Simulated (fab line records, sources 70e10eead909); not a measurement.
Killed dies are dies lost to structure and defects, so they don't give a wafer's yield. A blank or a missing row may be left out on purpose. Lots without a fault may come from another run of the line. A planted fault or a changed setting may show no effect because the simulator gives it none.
Which tool did it? | flow nand_harc | 12 lots, 36 wafers sampled, at 4 steps of a route of 1159

WHAT THE GAUGES READ, wafer by wafer
NHARC_A_CONTACT_CD_MEAS_80.
lot  | measured     | on        | cd_nm (nm)
L075 | day 17 02:09 | cd_sem-01 | 189.9 190.2 189.5
L079 | day 17 05:47 | cd_sem-03 | 187.6 187.0 187.6
L078 | day 17 11:48 | cd_sem-01 | 188.4 188.5 188.7
L080 | day 18 14:16 | cd_sem-01 | 189.5 190.1 190.3
L082 | day 19 06:07 | cd_sem-03 | 189.9 189.4 190.2
L086 | day 19 21:55 | cd_sem-01 | 191.0 190.4 190.2
L085 | day 20 02:53 | cd_sem-02 | 189.3 189.3 189.4
L088 | day 20 12:40 | cd_sem-01 | 189.5 189.8 189.6
L090 | day 21 03:49 | cd_sem-03 | 189.0 189.2 188.8
L094 | day 21 12:31 | cd_sem-02 | 187.7 188.5 188.0
L096 | day 22 03:36 | cd_sem-02 | 189.5 189.7 189.4
L097 | day 22 18:16 | cd_sem-02 | 189.4 189.7 189.5

WHICH TOOL RAN EACH LOT (tool, then ch and the chambers of the sampled wafers, then the start)
lot  | NHARC_A_CONTACT_ETCH_121             | NHARC_A_CONTACT_DEP_57        | NHARC_A_CONTACT_ETCH_126
L075 | har_cap_etch-03 ch 0,1, day 16 17:13 | acl_dep-03 ch 0, day 16 20:01 | har_cap_etch-01 ch 0,1, day 17 00:20
L079 | har_cap_etch-02 ch 0,1, day 16 21:24 | acl_dep-02 ch 0, day 16 23:36 | har_cap_etch-02 ch 0,1, day 17 04:01
L078 | har_cap_etch-01 ch 0,1, day 17 03:13 | acl_dep-02 ch 0, day 17 05:28 | har_cap_etch-02 ch 0, day 17 09:41
L080 | har_cap_etch-02 ch 0,1, day 18 05:02 | acl_dep-02 ch 0, day 18 06:58 | har_cap_etch-02 ch 0,1, day 18 12:29
L082 | har_cap_etch-03 ch 0,1, day 18 22:04 | acl_dep-03 ch 0, day 19 00:00 | har_cap_etch-02 ch 0,1, day 19 04:05
L086 | har_cap_etch-02 ch 0,1, day 19 13:29 | acl_dep-03 ch 0, day 19 15:58 | har_cap_etch-01 ch 0,1, day 19 19:46
L085 | har_cap_etch-02 ch 0,1, day 19 18:51 | acl_dep-01 ch 0, day 19 20:48 | har_cap_etch-01 ch 0,1, day 20 01:07
L088 | har_cap_etch-02 ch 0,1, day 20 03:38 | acl_dep-02 ch 0, day 20 06:43 | har_cap_etch-01 ch 0,1, day 20 10:53
L090 | har_cap_etch-02 ch 0,1, day 20 19:17 | acl_dep-03 ch 0, day 20 22:03 | har_cap_etch-03 ch 0,1, day 21 02:04
L094 | har_cap_etch-02 ch 0,1, day 21 01:26 | acl_dep-03 ch 0, day 21 07:04 | har_cap_etch-03 ch 0,1, day 21 10:46
L096 | har_cap_etch-01 ch 0,1, day 21 19:39 | acl_dep-02 ch 0, day 21 22:26 | har_cap_etch-01 ch 0,1, day 22 01:45
L097 | har_cap_etch-03 ch 0,1, day 22 09:37 | acl_dep-01 ch 0, day 22 11:59 | har_cap_etch-03 ch 0,1, day 22 16:29
- NHARC_A_CONTACT_ETCH_121: etches the open film in C4F8/O2/Ar, time 94 s, target depth 922 nm.
- NHARC_A_CONTACT_DEP_57: deposits aC, target thk 2800 nm.
- NHARC_A_CONTACT_ETCH_126: etches the open film in C4F8/O2/Ar, time 155 s, target depth 956 nm.

THE ANSWER, worked out from the rows above alone
Rule: what is usual is taken from the lots themselves. Put in order of their means at a reading, lots are off if they are a third of the lots or fewer, leave a main group of 4 or more, and stand apart from it by a gap of 3 or more times the standard deviation of the main group's means; of several such gaps the widest counts. A main group whose means are all the same, to the digits that the tables above print for the reading, isn't used. A lot without any number at a reading at which 4 lots or more have one is off too. The other lots that the step has rows for count as sound.
No lot is off at any reading shown: from this, nothing can be told.

WHAT THE SIMULATOR HAD PUT IN
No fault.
